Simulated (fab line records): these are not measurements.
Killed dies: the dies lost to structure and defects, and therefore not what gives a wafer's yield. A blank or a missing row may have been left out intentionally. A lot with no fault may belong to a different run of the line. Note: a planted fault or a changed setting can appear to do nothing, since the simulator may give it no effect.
Which tool was responsible? || flow n5 finfet || 20 lots, 60 wafers sampled, at 2 steps of a route of 1938

== WHAT THE GAUGES SHOWED, per wafer ==
N5_MOL_CONTACT_COAG_CD_MEAS_99 targets a cd of 17.2 nm. Usual: 17.1 nm for cd nm, sd 0.41.
{"lot": "L076", "measured": "day 5 06:56", "on": "cd sem-02", "cd nm (nm)": "16.8 16.2 17.0", "flag": ""}
{"lot": "L077", "measured": "day 5 10:14", "on": "cd sem-01", "cd nm (nm)": "17.1 17.1 17.2", "flag": ""}
{"lot": "L078", "measured": "day 5 16:51", "on": "cd sem-02", "cd nm (nm)": "17.9 16.7 17.3", "flag": ""}
{"lot": "L079", "measured": "day 5 21:23", "on": "cd sem-02", "cd nm (nm)": "16.9 17.5 17.0", "flag": ""}
{"lot": "L080", "measured": "day 6 03:13", "on": "cd sem-02", "cd nm (nm)": "17.5 17.1 17.0", "flag": ""}
{"lot": "L081", "measured": "day 6 11:03", "on": "cd sem-02", "cd nm (nm)": "17.3 17.5 17.5", "flag": ""}
{"lot": "L083", "measured": "day 7 04:46", "on": "cd sem-02", "cd nm (nm)": "16.6 17.7 16.9", "flag": ""}
{"lot": "L084", "measured": "day 7 07:37", "on": "cd sem-02", "cd nm (nm)": "17.8 16.6 16.6", "flag": ""}
{"lot": "L085", "measured": "day 7 09:32", "on": "cd sem-02", "cd nm (nm)": "16.6 17.6 17.9", "flag": ""}
{"lot": "L087", "measured": "day 8 01:28", "on": "cd sem-01", "cd nm (nm)": "16.7 16.7 16.8", "flag": ""}
{"lot": "L088", "measured": "day 8 02:26", "on": "cd sem-03", "cd nm (nm)": "17.5 17.1 17.0", "flag": ""}
{"lot": "L089", "measured": "day 8 09:40", "on": "cd sem-03", "cd nm (nm)": "16.5 17.0 16.8", "flag": ""}
{"lot": "L090", "measured": "day 8 14:52", "on": "cd sem-03", "cd nm (nm)": "17.4 17.3 17.7", "flag": ""}
{"lot": "L091", "measured": "day 8 22:10", "on": "cd sem-03", "cd nm (nm)": "16.9 17.8 17.3", "flag": ""}
{"lot": "L092", "measured": "day 9 06:46", "on": "cd sem-01", "cd nm (nm)": "17.0 17.3 17.0", "flag": ""}
{"lot": "L093", "measured": "day 9 10:53", "on": "cd sem-01", "cd nm (nm)": "17.2 16.8 16.8", "flag": ""}
{"lot": "L094", "measured": "day 9 17:37", "on": "cd sem-01", "cd nm (nm)": "17.5 16.7 16.9", "flag": ""}
{"lot": "L095", "measured": "day 9 22:04", "on": "cd sem-01", "cd nm (nm)": "17.1 17.2 17.2", "flag": ""}
{"lot": "L096", "measured": "day 10 06:50", "on": "cd sem-03", "cd nm (nm)": "17.3 17.0 17.1", "flag": ""}
{"lot": "L097", "measured": "day 10 13:16", "on": "cd sem-03", "cd nm (nm)": "16.2 17.3 17.3", "flag": ""}

== WHICH TOOL RAN EACH LOT (tool, then ch and the chambers of the sampled wafers, then the start) ==
{"lot": "L076", "N5_MOL_CONTACT_COAG_ETCH_59": "rie diel-05 ch 0,2,3, day 5 06:35"}
{"lot": "L077", "N5_MOL_CONTACT_COAG_ETCH_59": "rie diel-04 ch 1,2,3, day 5 09:53"}
{"lot": "L078", "N5_MOL_CONTACT_COAG_ETCH_59": "rie diel-01 ch 0,1, day 5 16:29"}
{"lot": "L079", "N5_MOL_CONTACT_COAG_ETCH_59": "rie diel-04 ch 1,2,3, day 5 21:02"}
{"lot": "L080", "N5_MOL_CONTACT_COAG_ETCH_59": "rie diel-04 ch 0,2,3, day 6 02:52"}
{"lot": "L081", "N5_MOL_CONTACT_COAG_ETCH_59": "rie diel-01 ch 1,2, day 6 10:41"}
{"lot": "L083", "N5_MOL_CONTACT_COAG_ETCH_59": "rie diel-05 ch 0,3, day 7 04:24"}
{"lot": "L084", "N5_MOL_CONTACT_COAG_ETCH_59": "rie diel-04 ch 0,3, day 7 07:14"}
{"lot": "L085", "N5_MOL_CONTACT_COAG_ETCH_59": "rie diel-01 ch 2,3, day 7 09:10"}
{"lot": "L087", "N5_MOL_CONTACT_COAG_ETCH_59": "rie diel-05 ch 0,1, day 8 01:07"}
{"lot": "L088", "N5_MOL_CONTACT_COAG_ETCH_59": "rie diel-05 ch 2,3, day 8 02:05"}
{"lot": "L089", "N5_MOL_CONTACT_COAG_ETCH_59": "rie diel-01 ch 0,1, day 8 09:18"}
{"lot": "L090", "N5_MOL_CONTACT_COAG_ETCH_59": "rie diel-01 ch 0,3, day 8 14:30"}
{"lot": "L091", "N5_MOL_CONTACT_COAG_ETCH_59": "rie diel-01 ch 0,1, day 8 21:48"}
{"lot": "L092", "N5_MOL_CONTACT_COAG_ETCH_59": "rie diel-04 ch 2,3, day 9 06:25"}
{"lot": "L093", "N5_MOL_CONTACT_COAG_ETCH_59": "rie diel-05 ch 1,2,3, day 9 10:31"}
{"lot": "L094", "N5_MOL_CONTACT_COAG_ETCH_59": "rie diel-04 ch 0,2,3, day 9 17:16"}
{"lot": "L095", "N5_MOL_CONTACT_COAG_ETCH_59": "rie diel-04 ch 1,2,3, day 9 21:42"}
{"lot": "L096", "N5_MOL_CONTACT_COAG_ETCH_59": "rie diel-04 ch 0,1,2, day 10 06:29"}
{"lot": "L097", "N5_MOL_CONTACT_COAG_ETCH_59": "rie diel-04 ch 0,1,3, day 10 12:55"}
- N5_MOL_CONTACT_COAG_ETCH_59: etches underlayer in N2/H2, target depth 13 nm, time 10.4 s.

== AS READ BY THE TOOLS THEMSELVES (means over the sampled wafers that have a number; for cases with no such wafer, the mark the record gives instead) ==
N5_MOL_CONTACT_COAG_ETCH_59. Usual: drypump motor current A 5.3 A, standard deviation 0.47; etch rf on time s 10.57 s, standard deviation 0.28; oes product au 0.64 a.u., standard deviation 0.081; rf vpp V 523.2 V, standard deviation 2.8; showerhead plenum p Torr 2.52 Torr, standard deviation 0.084; throttle valve pct 17.87 %, standard deviation 0.24.
{"lot": "L076", "tool": "rie diel-05", "drypump motor current A (A)": 5.4, "etch rf on time s (s)": 10.34, "oes product au (a.u.)": 0.66, "rf vpp V (V)": 522.9, "showerhead plenum p Torr (Torr)": 2.51, "throttle valve pct (%)": 17.67, "flag": ""}
{"lot": "L077", "tool": "rie diel-04", "drypump motor current A (A)": 5.2, "etch rf on time s (s)": 10.64, "oes product au (a.u.)": 0.60, "rf vpp V (V)": 522.3, "showerhead plenum p Torr (Torr)": 2.49, "throttle valve pct (%)": 17.91, "flag": ""}
{"lot": "L078", "tool": "rie diel-01", "drypump motor current A (A)": 4.8, "etch rf on time s (s)": 10.50, "oes product au (a.u.)": 0.59, "rf vpp V (V)": 524.6, "showerhead plenum p Torr (Torr)": 2.53, "throttle valve pct (%)": 17.83, "flag": ""}
{"lot": "L079", "tool": "rie diel-04", "drypump motor current A (A)": 5.2, "etch rf on time s (s)": 10.63, "oes product au (a.u.)": 0.60, "rf vpp V (V)": 522.4, "showerhead plenum p Torr (Torr)": 2.49, "throttle valve pct (%)": 17.90, "flag": ""}
{"lot": "L080", "tool": "rie diel-04", "drypump motor current A (A)": 5.2, "etch rf on time s (s)": 10.59, "oes product au (a.u.)": 0.61, "rf vpp V (V)": 522.7, "showerhead plenum p Torr (Torr)": 2.53, "throttle valve pct (%)": 18.03, "flag": ""}
{"lot": "L081", "tool": "rie diel-01", "drypump motor current A (A)": 5.2, "etch rf on time s (s)": 10.63, "oes product au (a.u.)": 0.61, "rf vpp V (V)": 526.5, "showerhead plenum p Torr (Torr)": 2.59, "throttle valve pct (%)": 17.95, "flag": ""}
{"lot": "L083", "tool": "rie diel-05", "drypump motor current A (A)": 5.2, "etch rf on time s (s)": 10.04, "oes product au (a.u.)": 0.71, "rf vpp V (V)": 521.2, "showerhead plenum p Torr (Torr)": 2.46, "throttle valve pct (%)": 17.75, "flag": ""}
{"lot": "L084", "tool": "rie diel-04", "drypump motor current A (A)": 5.1, "etch rf on time s (s)": 10.66, "oes product au (a.u.)": 0.60, "rf vpp V (V)": 524.7, "showerhead plenum p Torr (Torr)": 2.58, "throttle valve pct (%)": 18.15, "flag": ""}
{"lot": "L085", "tool": "rie diel-01", "drypump motor current A (A)": 5.8, "etch rf on time s (s)": 10.85, "oes product au (a.u.)": 0.57, "rf vpp V (V)": 523.2, "showerhead plenum p Torr (Torr)": 2.52, "throttle valve pct (%)": 17.94, "flag": ""}
{"lot": "L087", "tool": "rie diel-05", "drypump motor current A (A)": 6.1, "etch rf on time s (s)": 10.73, "oes product au (a.u.)": 0.73, "rf vpp V (V)": 521.7, "showerhead plenum p Torr (Torr)": 2.49, "throttle valve pct (%)": 17.67, "flag": ""}
{"lot": "L088", "tool": "rie diel-05", "drypump motor current A (A)": 5.0, "etch rf on time s (s)": 10.32, "oes product au (a.u.)": 0.66, "rf vpp V (V)": 522.9, "showerhead plenum p Torr (Torr)": 2.48, "throttle valve pct (%)": 17.72, "flag": ""}
{"lot": "L089", "tool": "rie diel-01", "drypump motor current A (A)": 4.8, "etch rf on time s (s)": 10.48, "oes product au (a.u.)": 0.74, "rf vpp V (V)": 523.8, "showerhead plenum p Torr (Torr)": 2.52, "throttle valve pct (%)": 17.64, "flag": ""}
{"lot": "L090", "tool": "rie diel-01", "drypump motor current A (A)": 4.9, "etch rf on time s (s)": 10.74, "oes product au (a.u.)": 0.64, "rf vpp V (V)": 523.0, "showerhead plenum p Torr (Torr)": 2.50, "throttle valve pct (%)": 17.70, "flag": ""}
{"lot": "L091", "tool": "rie diel-01", "drypump motor current A (A)": 4.8, "etch rf on time s (s)": 10.45, "oes product au (a.u.)": 0.74, "rf vpp V (V)": 522.4, "showerhead plenum p Torr (Torr)": 2.52, "throttle valve pct (%)": 17.65, "flag": ""}
{"lot": "L092", "tool": "rie diel-04", "drypump motor current A (A)": 5.2, "etch rf on time s (s)": 10.49, "oes product au (a.u.)": 0.60, "rf vpp V (V)": 522.3, "showerhead plenum p Torr (Torr)": 2.50, "throttle valve pct (%)": 17.90, "flag": ""}
{"lot": "L093", "tool": "rie diel-05", "drypump motor current A (A)": 5.5, "etch rf on time s (s)": 10.65, "oes product au (a.u.)": 0.65, "rf vpp V (V)": 522.4, "showerhead plenum p Torr (Torr)": 2.48, "throttle valve pct (%)": 17.77, "flag": ""}
{"lot": "L094", "tool": "rie diel-04", "drypump motor current A (A)": 5.2, "etch rf on time s (s)": 10.30, "oes product au (a.u.)": 0.69, "rf vpp V (V)": 523.1, "showerhead plenum p Torr (Torr)": 2.51, "throttle valve pct (%)": 17.95, "flag": ""}
{"lot": "L095", "tool": "rie diel-04", "drypump motor current A (A)": 5.2, "etch rf on time s (s)": 10.53, "oes product au (a.u.)": 0.65, "rf vpp V (V)": 525.2, "showerhead plenum p Torr (Torr)": 2.58, "throttle valve pct (%)": 17.86, "flag": ""}
{"lot": "L096", "tool": "rie diel-04", "drypump motor current A (A)": 5.4, "etch rf on time s (s)": 10.37, "oes product au (a.u.)": 0.73, "rf vpp V (V)": 524.5, "showerhead plenum p Torr (Torr)": 2.55, "throttle valve pct (%)": 17.82, "flag": ""}
{"lot": "L097", "tool": "rie diel-04", "drypump motor current A (A)": 5.2, "etch rf on time s (s)": 10.64, "oes product au (a.u.)": 0.73, "rf vpp V (V)": 525.8, "showerhead plenum p Torr (Torr)": 2.60, "throttle valve pct (%)": 17.91, "flag": ""}

== THE ANSWER, worked out from the rows above alone ==
Rule: take the mean of a lot's wafers that have a number; if it is more than 3 standard deviations from the usual mean, the lot is off. A lot without any number at a reading at which 4 lots or more have one is off too. The other lots that the step has rows for count as sound. The gauges are gone through in route order, then the tools' own readings, and for those a lot's mean is taken as printed above. At the first step where some lot is off, the reading lying furthest off is the one used; lots without a number count as furthest.
No lot is off at any reading shown: from this, nothing can be told.

== WHAT WAS PUT IN BY THE SIMULATOR ==
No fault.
